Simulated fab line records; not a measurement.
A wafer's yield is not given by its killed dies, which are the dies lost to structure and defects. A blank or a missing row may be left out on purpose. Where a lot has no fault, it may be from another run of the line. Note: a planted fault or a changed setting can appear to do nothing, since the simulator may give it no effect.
Chamber matching / flow n5Finfet / N5_BEOL_M5_VIA_ETCH_34 on rieDiel-01 has 4 sister chambers
The step etches SiCOH lowk in C4F6/O2, target depth 88.3 nm, time 39.2 s. 16 wafers are shown with their chamber, then 8 later ones without.

## EACH WAFER AND ITS CHAMBER
wafer=L076.3; chamber=2; rfVppV (V)=688; showerheadPlenumPTorr (Torr)=2.85; drypumpMotorCurrentA (A)=5.6
wafer=L076.4; chamber=3; rfVppV (V)=670; showerheadPlenumPTorr (Torr)=2.81; drypumpMotorCurrentA (A)=4.7
wafer=L076.6; chamber=3; rfVppV (V)=670; showerheadPlenumPTorr (Torr)=2.81; drypumpMotorCurrentA (A)=4.8
wafer=L075.2; chamber=1; rfVppV (V)=673; showerheadPlenumPTorr (Torr)=2.94; drypumpMotorCurrentA (A)=5.2
wafer=L075.4; chamber=2; rfVppV (V)=689; showerheadPlenumPTorr (Torr)=2.85; drypumpMotorCurrentA (A)=5.5
wafer=L075.5; chamber=2; rfVppV (V)=689; showerheadPlenumPTorr (Torr)=2.85; drypumpMotorCurrentA (A)=5.6
wafer=L080.2; chamber=1; rfVppV (V)=674; showerheadPlenumPTorr (Torr)=2.93; drypumpMotorCurrentA (A)=5.2
wafer=L080.3; chamber=2; rfVppV (V)=689; showerheadPlenumPTorr (Torr)=2.85; drypumpMotorCurrentA (A)=5.5
wafer=L080.4; chamber=3; rfVppV (V)=670; showerheadPlenumPTorr (Torr)=2.80; drypumpMotorCurrentA (A)=4.7
wafer=L081.2; chamber=0; rfVppV (V)=695; showerheadPlenumPTorr (Torr)=2.94; drypumpMotorCurrentA (A)=5.1
wafer=L081.3; chamber=2; rfVppV (V)=688; showerheadPlenumPTorr (Torr)=2.85; drypumpMotorCurrentA (A)=5.6
wafer=L081.5; chamber=2; rfVppV (V)=687; showerheadPlenumPTorr (Torr)=2.85; drypumpMotorCurrentA (A)=5.6
wafer=L084.1; chamber=3; rfVppV (V)=670; showerheadPlenumPTorr (Torr)=2.80; drypumpMotorCurrentA (A)=4.7
wafer=L084.2; chamber=0; rfVppV (V)=694; showerheadPlenumPTorr (Torr)=2.94; drypumpMotorCurrentA (A)=5.0
wafer=L084.4; chamber=2; rfVppV (V)=687; showerheadPlenumPTorr (Torr)=2.85; drypumpMotorCurrentA (A)=5.5
wafer=L094.3; chamber=2; rfVppV (V)=688; showerheadPlenumPTorr (Torr)=2.83; drypumpMotorCurrentA (A)=5.5

SIGNATURES (averages over the wafers above)
reading=rfVppV; chamber 0=694.50; chamber 1=673.50; chamber 2=688.12; chamber 3=670.00; scatter within a chamber=0.7
reading=showerheadPlenumPTorr; chamber 0=2.9400; chamber 1=2.9350; chamber 2=2.8475; chamber 3=2.8050; scatter within a chamber=0.00645
reading=drypumpMotorCurrentA; chamber 0=5.050; chamber 1=5.200; chamber 2=5.550; chamber 3=4.725; scatter within a chamber=0.052
Rule: a wafer's distance from a chamber is the root of the sum, over the readings, of the square of ((its reading less the chamber's mean) divided by the reading's scatter). If the next closest chamber is less than 2 further off than the closest, the wafer can't be placed; otherwise it belongs to the closest. How the scatter is found: for the shown wafers, subtract from each reading the mean of its chamber, square and add these, divide the total by (wafers less chambers), then take the root.

## WAFERS WHOSE CHAMBER IS MISSING
wafer=L094.4; rfVppV (V)=688; showerheadPlenumPTorr (Torr)=2.83; drypumpMotorCurrentA (A)=5.6
wafer=L094.5; rfVppV (V)=694; showerheadPlenumPTorr (Torr)=2.93; drypumpMotorCurrentA (A)=5.0
wafer=L089.3; rfVppV (V)=695; showerheadPlenumPTorr (Torr)=2.92; drypumpMotorCurrentA (A)=5.1
wafer=L089.5; rfVppV (V)=673; showerheadPlenumPTorr (Torr)=2.92; drypumpMotorCurrentA (A)=5.2
wafer=L089.6; rfVppV (V)=692; showerheadPlenumPTorr (Torr)=2.92; drypumpMotorCurrentA (A)=5.0
wafer=L096.1; rfVppV (V)=669; showerheadPlenumPTorr (Torr)=2.79; drypumpMotorCurrentA (A)=4.7
wafer=L096.4; rfVppV (V)=671; showerheadPlenumPTorr (Torr)=2.92; drypumpMotorCurrentA (A)=5.2
wafer=L096.5; rfVppV (V)=672; showerheadPlenumPTorr (Torr)=2.92; drypumpMotorCurrentA (A)=5.2

## EACH ONE'S CHAMBER
wafer=L094.4; from the rows above=2; in truth=2
wafer=L094.5; from the rows above=0; in truth=0
wafer=L089.3; from the rows above=0; in truth=0
wafer=L089.5; from the rows above=1; in truth=1
wafer=L089.6; from the rows above=0; in truth=0
wafer=L096.1; from the rows above=3; in truth=3
wafer=L096.4; from the rows above=1; in truth=1
wafer=L096.5; from the rows above=1; in truth=1
Placed correctly: 8 of 8. From these rows, 0 cannot be placed. Number placed wrongly: 0.
